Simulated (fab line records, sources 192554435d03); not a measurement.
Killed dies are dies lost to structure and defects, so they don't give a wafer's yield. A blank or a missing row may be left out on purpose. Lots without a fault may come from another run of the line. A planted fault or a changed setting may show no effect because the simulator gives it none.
Which tool did it? | flow n5_finfet | 10 lots, 30 wafers sampled, at 5 steps of a route of 1938

WHAT THE GAUGES READ, wafer by wafer
The record holds no reading of a measuring or inspecting step that can be judged against a usual standard deviation.

WHICH TOOL RAN EACH LOT (tool, then ch and the chambers of the sampled wafers, then the start)
lot  | N5_BEOL_M1_STRIP_36                | N5_MIM_TOP_ETCH_PECVD_03        | N5_PASSIVATION_PASS_ETCH_74        | N5_PASSIVATION_DEGAS_18      | N5_PASSIVATION_PROBE_49
L859 | rie_diel-06 ch 0,1,2, day 6 09:06  | pecvd-02 ch 0,2, day 11 15:34   | rie_diel-05 ch 1,2,3, day 11 18:01 | pvd_sputter-03, day 11 18:41 | -
L860 | rie_diel-04 ch 0,1,2, day 6 12:07  | pecvd-03 ch 0,1,2, day 11 19:06 | rie_diel-04 ch 0,2,3, day 11 21:47 | pvd_sputter-01, day 11 22:19 | -
L865 | rie_diel-04 ch 1,2, day 7 10:06    | pecvd-02 ch 1,2, day 12 15:59   | rie_diel-04 ch 2,3, day 12 18:22   | pvd_sputter-01, day 12 19:17 | -
L866 | rie_diel-04 ch 0,1,3, day 7 19:17  | pecvd-03 ch 0,1,2, day 13 00:38 | rie_diel-06 ch 0,1, day 13 03:28   | pvd_sputter-03, day 13 04:52 | -
L868 | rie_diel-04 ch 0,2, day 8 09:31    | pecvd-02 ch 0,1,2, day 14 02:23 | rie_diel-05 ch 0,1,3, day 14 05:12 | pvd_sputter-03, day 14 05:52 | -
L871 | rie_diel-06 ch 0,1,2, day 9 02:08  | pecvd-02 ch 1,2, day 14 08:37   | rie_diel-05 ch 1,2,3, day 14 14:32 | pvd_sputter-02, day 14 15:28 | -
L869 | rie_diel-04 ch 0,2,3, day 9 02:13  | pecvd-03 ch 0,1,2, day 14 10:37 | rie_diel-05 ch 0,2,3, day 14 15:02 | pvd_sputter-02, day 14 15:49 | -
L872 | rie_diel-05 ch 0,3, day 9 15:04    | pecvd-03 ch 1,2, day 14 16:58   | rie_diel-06 ch 0,3, day 14 19:15   | pvd_sputter-02, day 14 19:53 | -
L878 | rie_diel-04 ch 0,1,2, day 10 21:54 | pecvd-02 ch 0,1, day 16 01:44   | rie_diel-04 ch 2,3, day 16 03:45   | pvd_sputter-02, day 16 04:16 | prober-02, day 16 10:05
L879 | rie_diel-04 ch 2,3, day 11 07:08   | pecvd-02 ch 1,2, day 16 18:58   | rie_diel-04 ch 2,3, day 16 20:51   | pvd_sputter-01, day 16 22:13 | prober-01, day 17 03:52
- N5_BEOL_M1_STRIP_36: strips in N2/H2.
- N5_MIM_TOP_ETCH_PECVD_03: deposits SiNx from SiH4/NH3/N2, target thk 20 nm, time 17.6 s.
- N5_PASSIVATION_PASS_ETCH_74: etches SiNx in CF4/O2, target depth 220 nm, time 110 s.
- N5_PASSIVATION_DEGAS_18: time 60 s.
- N5_PASSIVATION_PROBE_49

WHAT THE TOOLS THEMSELVES READ (means of the sampled wafers that have a number; where no wafer has one, the mark that the record gives instead)
N5_BEOL_M1_STRIP_36. Usual: drypump_motor_current_A 5.7 A, standard deviation 0.43; oes_product_au 0.77 a.u., standard deviation 0.083; rf_vpp_V 59.2 V, standard deviation 1.5; showerhead_plenum_p_Torr 2.54 Torr, standard deviation 0.077; throttle_valve_pct 23.64 %, standard deviation 0.27.
lot  | tool        | drypump_motor_current_A (A) | oes_product_au (a.u.) | rf_vpp_V (V) | showerhead_plenum_p_Torr (Torr) | throttle_valve_pct (%) | flag
L859 | rie_diel-06 | 5.9                         | 0.73                  | 58.0         | 2.56                            | 23.53                  |
L860 | rie_diel-04 | 6.0                         | 0.73                  | 60.1         | 2.53                            | 23.75                  |
L865 | rie_diel-04 | 6.1                         | 0.68                  | 59.1         | 2.57                            | 23.69                  |
L866 | rie_diel-04 | 5.5                         | 0.77                  | 59.4         | 2.55                            | 23.74                  |
L868 | rie_diel-04 | 6.2                         | 0.93                  | 58.9         | 2.48                            | 23.70                  |
L871 | rie_diel-06 | 5.8                         | 0.72                  | 61.1         | 2.56                            | 23.57                  |
L869 | rie_diel-04 | 5.7                         | 0.85                  | 58.8         | 2.50                            | 23.80                  |
L872 | rie_diel-05 | 5.8                         | 0.79                  | 59.5         | 2.51                            | 23.53                  |
L878 | rie_diel-04 | 6.0                         | 0.81                  | 59.8         | 2.52                            | 23.65                  |
L879 | rie_diel-04 | 6.0                         | 0.88                  | 60.6         | 2.49                            | 23.82                  |

N5_MIM_TOP_ETCH_PECVD_03. Usual: chamber_pressure_Torr 1.500 Torr, standard deviation 0.0036; heater_power_w 774 W, standard deviation 97; rf_fwd_power_W 297.3 W, standard deviation 0.97; showerhead_plenum_p_Torr 5.18 Torr, standard deviation 0.047; throttle_valve_pct 40.3 %, standard deviation 1.6.
lot  | tool     | chamber_pressure_Torr (Torr) | heater_power_w (W) | rf_fwd_power_W (W) | showerhead_plenum_p_Torr (Torr) | throttle_valve_pct (%) | flag
L859 | pecvd-02 | 1.500                        | 849                | 297.8              | 5.19                            | 40.5                   |
L860 | pecvd-03 | 1.501                        | 751                | 296.5              | 5.20                            | 41.4                   |
L865 | pecvd-02 | 1.500                        | 782                | 296.5              | 5.16                            | 39.1                   |
L866 | pecvd-03 | 1.501                        | 720                | 298.2              | 5.20                            | 41.4                   |
L868 | pecvd-02 | 1.496                        | 795                | 297.4              | 5.20                            | 39.8                   |
L871 | pecvd-02 | 1.503                        | 729                | 298.0              | 5.17                            | 39.3                   |
L869 | pecvd-03 | 1.500                        | 717                | 297.0              | 5.20                            | 41.4                   |
L872 | pecvd-03 | 1.497                        | 726                | 297.5              | 5.22                            | 40.1                   |
L878 | pecvd-02 | 1.498                        | 785                | 298.3              | 5.23                            | 39.3                   |
L879 | pecvd-02 | 1.500                        | 737                | 297.2              | 5.19                            | 39.0                   |

N5_PASSIVATION_PASS_ETCH_74. Usual: drypump_motor_current_A 5.6 A, standard deviation 0.44; oes_product_au 0.78 a.u., standard deviation 0.082; rf_fwd_power_W 532.4 W, standard deviation 1.8; rf_vpp_V 240.2 V, standard deviation 2.7; showerhead_plenum_p_Torr 2.18 Torr, standard deviation 0.061; throttle_valve_pct 16.08 %, standard deviation 0.23.
lot  | tool        | drypump_motor_current_A (A) | oes_product_au (a.u.) | rf_fwd_power_W (W) | rf_vpp_V (V) | showerhead_plenum_p_Torr (Torr) | throttle_valve_pct (%) | flag
L859 | rie_diel-05 | 5.4                         | 0.78                  | 533.1              | 240.2        | 2.15                            | 15.96                  |
L860 | rie_diel-04 | 5.7                         | 0.82                  | 533.3              | 238.8        | 2.16                            | 16.13                  |
L865 | rie_diel-04 | 5.6                         | 0.79                  | 532.0              | 237.6        | 2.18                            | 16.25                  |
L866 | rie_diel-06 | 5.8                         | 0.77                  | 531.7              | 239.8        | 2.16                            | 15.99                  |
L868 | rie_diel-05 | 5.7                         | 0.72                  | 532.8              | 240.8        | 2.16                            | 16.18                  |
L871 | rie_diel-05 | 5.5                         | 0.76                  | 530.7              | 239.6        | 2.14                            | 16.01                  |
L869 | rie_diel-05 | 5.6                         | 0.76                  | 531.5              | 240.4        | 2.20                            | 16.10                  |
L872 | rie_diel-06 | 5.6                         | 0.84                  | 533.6              | 243.1        | 2.25                            | 15.69                  |
L878 | rie_diel-04 | 5.6                         | 0.77                  | 530.7              | 236.4        | 2.17                            | 16.30                  |
L879 | rie_diel-04 | 5.6                         | 0.75                  | 530.8              | 237.9        | 2.17                            | 16.30                  |

N5_PASSIVATION_DEGAS_18. Usual: heater_power_w 461 W, standard deviation 45.
lot  | tool           | heater_power_w (W) | flag
L859 | pvd_sputter-03 | 436                |
L860 | pvd_sputter-01 | 467                |
L865 | pvd_sputter-01 | 453                |
L866 | pvd_sputter-03 | 429                |
L868 | pvd_sputter-03 | 455                |
L871 | pvd_sputter-02 | 483                |
L869 | pvd_sputter-02 | 466                |
L872 | pvd_sputter-02 | 472                |
L878 | pvd_sputter-02 | 481                |
L879 | pvd_sputter-01 | 457                |

N5_PASSIVATION_PROBE_49. Usual: defect_limited_yield 91.4 %, standard deviation 1.5; killed_at_M0_to_M3 31, standard deviation 11; killed_at_M4_up 13, standard deviation 5.5; killed_at_contacts 13, standard deviation 6.3; killed_at_front_end 40, standard deviation 13; killed_at_other 3.3, standard deviation 2.6; killed_dies 101, standard deviation 18; killed_on_rim 13, standard deviation 4; killed_open 67, standard deviation 13; killed_short 33, standard deviation 7.9; sort_bin_5_function 5.1 %, standard deviation 1; sort_bin_6_memory 3.2 %, standard deviation 0.68; sort_n_pass 1079, standard deviation 18; sort_yield_pct 91.4 %, standard deviation 1.5.
lot  | tool      | defect_limited_yield (%) | killed_at_M0_to_M3 | killed_at_M4_up | killed_at_contacts | killed_at_front_end | killed_at_other | killed_dies | killed_on_rim | killed_open | killed_short | sort_bin_5_function (%) | sort_bin_6_memory (%) | sort_n_pass | sort_yield_pct (%) | flag
L878 | prober-02 | 85.0                     | 114                | 16              | 12                 | 33                  | 1.7             | 177         | 24            | 57          | 26           | 9.5                     | 3.3                   | 1003        | 85.0               | OFF
L879 | prober-01 | 81.7                     | 141                | 11              | 12                 | 48                  | 4.3             | 216         | 26            | 62          | 34           | 11.1                    | 4.6                   | 964         | 81.7               | OFF

THE ANSWER, worked out from the rows above alone
Rule: a lot is off if the mean of its wafers that have a number lies more than 3 standard deviations from the usual mean. A lot without any number at a reading at which 4 lots or more have one is off too. The other lots that the step has rows for count as sound. The gauges are gone through in route order, then the tools' own readings, and for those a lot's mean is taken as printed above. The first step at which some lot is off is used, and at that step the reading that is off furthest; a lot without a number counts as furthest.
Off: L878, L879, at N5_PASSIVATION_PROBE_49 (killed_at_M0_to_M3). Neither off nor sound, because the step has no rows for them: L859, L860, L865, L866, L868, L871, L869, L872.
A tool fits if, at that step or a process step before it, it ran every lot that is off, and no sound lot after the first of them. Can't be told from this: 2 tools fit, rie_diel-04 at N5_BEOL_M1_STRIP_36 and N5_PASSIVATION_PASS_ETCH_74, pecvd-02 at N5_MIM_TOP_ETCH_PECVD_03.

WHAT THE SIMULATOR HAD PUT IN
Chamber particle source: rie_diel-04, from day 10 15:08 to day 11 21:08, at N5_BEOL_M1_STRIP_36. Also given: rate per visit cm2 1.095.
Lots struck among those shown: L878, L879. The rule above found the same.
